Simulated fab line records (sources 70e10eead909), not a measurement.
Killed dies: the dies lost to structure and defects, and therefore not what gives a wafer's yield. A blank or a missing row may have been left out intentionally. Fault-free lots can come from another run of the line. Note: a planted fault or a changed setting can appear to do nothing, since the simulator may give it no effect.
Which tool did it?	flow nand-harc	24 lots, 72 wafers sampled, at 6 steps of a route of 1159

## WHAT THE GAUGES SHOWED, per wafer
NHARC_A_ONON_D1_THK_MEAS_24: measures by ellipsometry.
lot	measured	on	thk-nm (nm)
L074	day 7 22:01	film-metro-02	982 983 983
L076	day 8 07:17	film-metro-02	989 990 988
L075	day 8 07:21	film-metro-01	993 993 994
L077	day 8 14:41	film-metro-02	997 994 995
L078	day 8 14:41	film-metro-01	1007 1007 1007
L080	day 9 10:05	film-metro-02	988 988 990
L079	day 9 10:13	film-metro-01	1000 1000 998
L081	day 9 20:45	film-metro-02	1004 1004 1003
L082	day 9 20:44	film-metro-01	996 997 995
L083	day 9 20:44	film-metro-02	1006 1009 1007
L085	day 10 12:36	film-metro-02	1031 1033 1031
L084	day 10 12:36	film-metro-01	1010 1011 1011
L086	day 11 06:08	film-metro-02	992 993 993
L087	day 11 06:08	film-metro-01	1002 1002 1001
L088	day 11 21:50	film-metro-01	996 996 997
L089	day 11 21:50	film-metro-01	991 988 988
L090	day 12 01:19	film-metro-02	1011 1011 1014
L092	day 12 01:20	film-metro-01	1012 1012 1011
L091	day 12 01:20	film-metro-02	1015 1013 1014
L093	day 12 12:16	film-metro-02	987 988 987
L094	day 12 22:38	film-metro-02	992 995 996
L095	day 13 05:41	film-metro-02	982 983 982
L097	day 13 05:41	film-metro-01	987 986 987
L096	day 13 11:19	film-metro-01	1016 1016 1019

NHARC_A_CHANNEL_FILL_D1_INSPECT_13.
lot	measured	on	raw-defect-count
L074	day 10 16:29	defect-inspect-02	494 217 176
L076	day 10 20:42	defect-inspect-01	223 194 286
L075	day 10 20:37	defect-inspect-02	255 274 240
L077	day 11 03:52	defect-inspect-01	468 201 265
L078	day 11 03:47	defect-inspect-02	277 172 134
L080	day 12 00:37	defect-inspect-02	284 421 380
L079	day 12 00:37	defect-inspect-01	267 310 269
L081	day 12 18:54	defect-inspect-01	309 181 265
L082	day 12 12:47	defect-inspect-01	365 220 386
L083	day 12 12:46	defect-inspect-02	288 136 346
L085	day 13 09:11	defect-inspect-01	273 479 222
L084	day 13 05:34	defect-inspect-02	131 317 169
L086	day 13 20:20	defect-inspect-01	185 257 228
L087	day 13 20:30	defect-inspect-01	176 150 180
L088	day 14 10:14	defect-inspect-01	172 434 450
L089	day 14 10:16	defect-inspect-02	235 272 326
L090	day 14 15:03	defect-inspect-01	195 253 266
L092	day 14 15:03	defect-inspect-02	340 228 305
L091	day 14 15:14	defect-inspect-02	213 256 193
L093	day 15 01:07	defect-inspect-02	261 321 280
L094	day 15 12:11	defect-inspect-01	251 407 311
L095	day 15 23:59	defect-inspect-01	389 368 254
L097	day 16 00:08	defect-inspect-02	285 293 269
L096	day 16 00:08	defect-inspect-01	306 283 216

## TOOL THAT RAN EACH LOT (tool first, then ch and the chambers of the sampled wafers, then the start)
lot	NHARC_P_BONDPAD_CMP_32	NHARC_P_BONDPAD_DESCUM_11	NHARC_A_ZERO_WELL_RTA_16	NHARC_A_CHANNEL_HOLE_D1_ETCH_34
L074	cmp-03 ch 0,1,2, day 6 03:19	rie-diel-06 ch 0,2, day 6 04:12	rtp-anneal-01 ch 0, day 6 09:14	rie-diel-02 ch 0,3, day 10 16:29 or earlier
L076	cmp-04 ch 0,2, day 6 16:46	rie-diel-10 ch 0,3, day 6 17:40	rtp-anneal-01 ch 0, day 6 22:48	rie-diel-02 ch 0,1,3, day 10 20:42 or earlier
L075	cmp-03 ch 1,2,3, day 6 17:19	rie-diel-10 ch 0,2, day 6 18:21	rtp-anneal-02 ch 0, day 6 23:28	rie-diel-04 ch 0,2,3, day 10 20:37 or earlier
L077	cmp-03 ch 0,1,3, day 7 00:52	rie-diel-10 ch 0,2,3, day 7 01:44	rtp-anneal-02 ch 0, day 7 06:48	rie-diel-12 ch 0,1,2, day 11 03:52 or earlier
L078	cmp-02 ch 0,1, day 7 02:11	rie-diel-10 ch 1,2,3, day 7 03:17	rtp-anneal-02 ch 0, day 7 08:29	rie-diel-04 ch 1,2, day 11 03:47 or earlier
L080	cmp-02 ch 2,3, day 7 19:08	rie-diel-10 ch 1,2,3, day 7 20:10	rtp-anneal-01 ch 0, day 8 01:26	rie-diel-04 ch 0,1,3, day 12 00:37 or earlier
L079	cmp-02 ch 0,1, day 7 21:14	rie-diel-10 ch 0,1,2, day 7 22:16	rtp-anneal-02 ch 0, day 8 03:42	rie-diel-02 ch 1,2,3, day 12 00:37 or earlier
L081	cmp-04 ch 0,1,2, day 8 02:18	rie-diel-10 ch 1,2, day 8 03:19	rtp-anneal-02 ch 0, day 8 08:51	rie-diel-04 ch 1,2,3, day 12 18:54 or earlier
L082	cmp-02 ch 0,3, day 8 04:55	rie-diel-10 ch 0,1,3, day 8 05:57	rtp-anneal-02 ch 0, day 8 11:11	rie-diel-02 ch 1,2, day 12 12:47 or earlier
L083	cmp-04 ch 0,3, day 8 05:37	rie-diel-11 ch 1,2,3, day 8 06:31	rtp-anneal-01 ch 0, day 8 12:19	rie-diel-02 ch 0,3, day 12 12:46 or earlier
L085	cmp-04 ch 0,1,3, day 8 20:28	rie-diel-10 ch 0,1,3, day 8 21:30	rtp-anneal-01 ch 0, day 9 02:44	rie-diel-04 ch 0,2,3, day 13 09:11 or earlier
L084	cmp-04 ch 1,3, day 8 21:07	rie-diel-10 ch 0,2,3, day 8 22:12	rtp-anneal-02 ch 0, day 9 03:26	rie-diel-12 ch 1,3, day 13 05:34 or earlier
L086	cmp-03 ch 2,3, day 9 10:20	rie-diel-10 ch 0,1,3, day 9 11:16	rtp-anneal-02 ch 0, day 9 16:32	rie-diel-02 ch 0,3, day 13 20:20 or earlier
L087	cmp-02 ch 0,2,3, day 9 15:38	rie-diel-06 ch 0,2,3, day 9 16:32	rtp-anneal-02 ch 0, day 9 21:39	rie-diel-12 ch 0,1,2, day 13 20:30 or earlier
L088	cmp-03 ch 0,1, day 10 04:55	rie-diel-10 ch 0,2,3, day 10 05:50	rtp-anneal-01 ch 0, day 10 11:11	rie-diel-02 ch 1,2,3, day 14 10:14 or earlier
L089	cmp-04 ch 1,3, day 10 08:46	rie-diel-10 ch 0,2,3, day 10 09:41	rtp-anneal-02 ch 0, day 10 14:56	rie-diel-04 ch 0,3, day 14 10:16 or earlier
L090	cmp-03 ch 0,1,3, day 10 10:39	rie-diel-10 ch 1,2, day 10 11:34	rtp-anneal-02 ch 0, day 10 17:07	rie-diel-04 ch 0,2,3, day 14 15:03 or earlier
L092	cmp-03 ch 0,2,3, day 10 12:29	rie-diel-10 ch 2,3, day 10 13:32	rtp-anneal-01 ch 0, day 10 19:25	rie-diel-12 ch 2,3, day 14 15:03 or earlier
L091	cmp-04 ch 0,2,3, day 10 12:44	rie-diel-10 ch 1,2, day 10 13:49	rtp-anneal-01 ch 0, day 10 19:35	rie-diel-12 ch 1,2, day 14 15:14 or earlier
L093	cmp-02 ch 0,1,2, day 10 20:14	rie-diel-10 ch 0,2,3, day 10 21:18	rtp-anneal-02 ch 0, day 11 02:30	rie-diel-02 ch 0,1,2, day 15 01:07 or earlier
L094	cmp-04 ch 2,3, day 11 07:12	rie-diel-10 ch 0,2,3, day 11 08:12	rtp-anneal-01 ch 0, day 11 13:35	rie-diel-12 ch 2,3, day 15 12:11 or earlier
L095	cmp-03 ch 1,2,3, day 11 12:53	rie-diel-10 ch 0,3, day 11 13:47	rtp-anneal-01 ch 0, day 11 19:05	rie-diel-04 ch 1,2,3, day 15 23:59 or earlier
L097	cmp-02 ch 0,1,2, day 11 17:41	rie-diel-06 ch 0,1,3, day 11 18:45	rtp-anneal-02 ch 0, day 11 23:56	rie-diel-02 ch 0,2,3, day 16 00:08 or earlier
L096	cmp-03 ch 0,2,3, day 11 18:24	rie-diel-11 ch 0,1,3, day 11 19:24	rtp-anneal-01 ch 0, day 12 00:40	rie-diel-12 ch 0,2,3, day 16 00:08 or earlier
- NHARC_P_BONDPAD_CMP_32: polishes SiCN, target thk 200 nm.
- NHARC_P_BONDPAD_DESCUM_11: chemistry O2, time 3 s.
- NHARC_A_ZERO_WELL_RTA_16: time 10 s.
- NHARC_A_CHANNEL_HOLE_D1_ETCH_34: etches the open film in CF4/CHF3, target depth 154 nm, time 77 s.

## WHAT THE TOOLS THEMSELVES READ (means of the sampled wafers that have a number; where no wafer has one, the mark that the record gives instead)
NHARC_P_BONDPAD_CMP_32.
lot	tool	motor-current-A (A)	retaining-ring-pressure-frac
L074	cmp-03	11.6	0.996
L076	cmp-04	12.1	0.997
L075	cmp-03	12.2	1.002
L077	cmp-03	11.8	0.997
L078	cmp-02	10.0	0.997
L080	cmp-02	12.8	1.001
L079	cmp-02	10.7	0.998
L081	cmp-04	11.1	1.000
L082	cmp-02	10.7	1.005
L083	cmp-04	11.6	0.997
L085	cmp-04	11.5	0.999
L084	cmp-04	10.9	1.000
L086	cmp-03	12.6	1.002
L087	cmp-02	12.2	0.998
L088	cmp-03	11.2	0.998
L089	cmp-04	11.2	1.001
L090	cmp-03	11.6	1.000
L092	cmp-03	12.3	1.001
L091	cmp-04	11.4	0.998
L093	cmp-02	11.1	1.003
L094	cmp-04	11.1	0.999
L095	cmp-03	13.0	1.002
L097	cmp-02	11.3	1.003
L096	cmp-03	11.8	0.998

NHARC_P_BONDPAD_DESCUM_11.
lot	tool	drypump-motor-current-A (A)	oes-product-au (a.u.)	rf-vpp-V (V)	showerhead-plenum-p-Torr (Torr)	throttle-valve-pct (%)
L074	rie-diel-06	5.6	0.992	58.0	1.91	11.312
L076	rie-diel-10	6.0	1.001	57.9	2.00	11.315
L075	rie-diel-10	6.4	0.994	59.0	2.03	11.313
L077	rie-diel-10	5.9	0.994	57.9	2.00	11.319
L078	rie-diel-10	5.8	1.003	57.7	1.94	11.316
L080	rie-diel-10	5.9	1.001	57.4	1.94	11.322
L079	rie-diel-10	6.4	0.995	58.0	1.98	11.318
L081	rie-diel-10	6.4	0.998	58.2	1.92	11.309
L082	rie-diel-10	5.9	0.993	57.9	1.94	11.312
L083	rie-diel-11	5.9	1.004	57.5	1.85	11.320
L085	rie-diel-10	5.9	1.002	56.8	1.94	11.322
L084	rie-diel-10	5.9	0.996	58.5	2.00	11.318
L086	rie-diel-10	5.9	0.994	58.9	1.94	11.308
L087	rie-diel-06	5.6	0.997	58.0	1.93	11.308
L088	rie-diel-10	5.9	1.000	57.7	1.99	11.317
L089	rie-diel-10	5.9	1.000	57.8	2.00	11.316
L090	rie-diel-10	6.4	0.996	58.0	1.92	11.300
L092	rie-diel-10	5.4	0.997	58.8	1.97	11.310
L091	rie-diel-10	6.3	1.005	57.6	1.92	11.311
L093	rie-diel-10	5.9	0.994	58.0	1.99	11.310
L094	rie-diel-10	5.9	0.994	58.1	1.99	11.303
L095	rie-diel-10	6.0	0.995	57.5	1.99	11.306
L097	rie-diel-06	5.7	1.001	58.4	1.97	11.315
L096	rie-diel-11	5.9	0.995	57.5	1.92	11.315

NHARC_A_ZERO_WELL_RTA_16.
lot	tool	lamp-power-pct (%)	lamp_zone_7_pct (%)	wafer_temp_C_max
L074	rtp-anneal-01	32.0	32.6	1004.9
L076	rtp-anneal-01	32.1	32.6	1006.2
L075	rtp-anneal-02	28.2	28.7	1007.2
L077	rtp-anneal-02	28.2	28.7	1005.8
L078	rtp-anneal-02	28.2	28.7	1006.8
L080	rtp-anneal-01	32.1	32.6	1004.2
L079	rtp-anneal-02	28.2	28.7	1005.4
L081	rtp-anneal-02	28.2	28.7	1006.3
L082	rtp-anneal-02	28.2	28.7	1005.6
L083	rtp-anneal-01	32.1	32.5	1005.8
L085	rtp-anneal-01	32.0	32.5	1004.9
L084	rtp-anneal-02	28.2	28.6	1006.4
L086	rtp-anneal-02	28.2	28.7	1006.5
L087	rtp-anneal-02	28.2	28.7	1007.4
L088	rtp-anneal-01	32.1	32.5	1005.8
L089	rtp-anneal-02	28.2	28.7	1007.2
L090	rtp-anneal-02	28.2	28.7	1006.6
L092	rtp-anneal-01	32.0	32.5	1005.2
L091	rtp-anneal-01	32.0	32.6	1003.7
L093	rtp-anneal-02	28.2	28.6	1006.1
L094	rtp-anneal-01	32.0	32.6	1005.3
L095	rtp-anneal-01	32.1	32.6	1004.6
L097	rtp-anneal-02	28.2	28.6	1004.8
L096	rtp-anneal-01	32.0	32.6	1006.2

NHARC_A_CHANNEL_HOLE_D1_ETCH_34.
lot	tool	chf3-flow-sccm (sccm)	drypump-motor-current-A (A)	oes-product-au (a.u.)	rf-vpp-V (V)	showerhead-plenum-p-Torr (Torr)	throttle-valve-pct (%)
L074	rie-diel-02	30.00	5.5	0.979	369.6	1.55	16.800
L076	rie-diel-02	30.00	5.5	0.969	369.0	1.53	16.809
L075	rie-diel-04	30.01	5.4	0.927	369.7	1.54	16.805
L077	rie-diel-12	29.99	5.9	0.926	370.9	1.60	16.813
L078	rie-diel-04	29.97	5.5	0.974	369.2	1.52	16.803
L080	rie-diel-04	30.08	5.9	0.929	368.9	1.53	16.791
L079	rie-diel-02	30.03	5.4	0.966	369.8	1.55	16.801
L081	rie-diel-04	30.01	5.9	0.925	368.1	1.51	16.808
L082	rie-diel-02	29.96	5.5	0.925	370.8	1.59	16.798
L083	rie-diel-02	29.87	5.5	0.929	368.8	1.54	16.801
L085	rie-diel-04	29.99	5.4	0.971	369.1	1.54	16.805
L084	rie-diel-12	29.95	5.7	0.929	368.0	1.53	16.810
L086	rie-diel-02	29.95	5.3	0.924	369.7	1.52	16.798
L087	rie-diel-12	29.97	5.9	0.963	371.3	1.60	16.802
L088	rie-diel-02	29.96	5.4	0.927	369.3	1.55	16.803
L089	rie-diel-04	30.00	5.5	0.988	370.7	1.56	16.803
L090	rie-diel-04	29.98	5.5	0.918	369.9	1.54	16.800
L092	rie-diel-12	29.91	5.9	0.929	373.3	1.64	16.813
L091	rie-diel-12	29.95	5.7	0.961	370.1	1.58	16.804
L093	rie-diel-02	30.01	5.5	0.923	369.0	1.57	16.809
L094	rie-diel-12	29.96	5.9	0.947	371.9	1.60	16.806
L095	rie-diel-04	29.96	5.9	0.971	368.1	1.51	16.815
L097	rie-diel-02	30.05	5.4	0.974	370.9	1.56	16.799
L096	rie-diel-12	30.02	6.0	0.973	371.9	1.61	16.796

## THE ANSWER, worked out from the rows above alone
Rule: usual is defined by the lots themselves. The widest of any qualifying gaps counts: lots, ordered by their means at a reading, are off when they make up no more than a third of the lots, leave a main group of 4 or more, and stand apart from it by 3 or more times the standard deviation of that group's means. The tables above print the reading to a certain number of digits; a main group whose means all agree to those digits is not used. Also off: a lot with no number at a reading for which 4 or more lots have one. Any other lot the step has rows for is counted as sound. After the gauges, taken in route order, come the tools' own readings; for these a lot's mean is taken, as printed above. At the first step where some lot is off, the reading lying furthest off is the one used; lots without a number count as furthest.
None of the lots is off at any reading shown; this tells nothing.

## WHAT HAD BEEN PUT IN BY THE SIMULATOR
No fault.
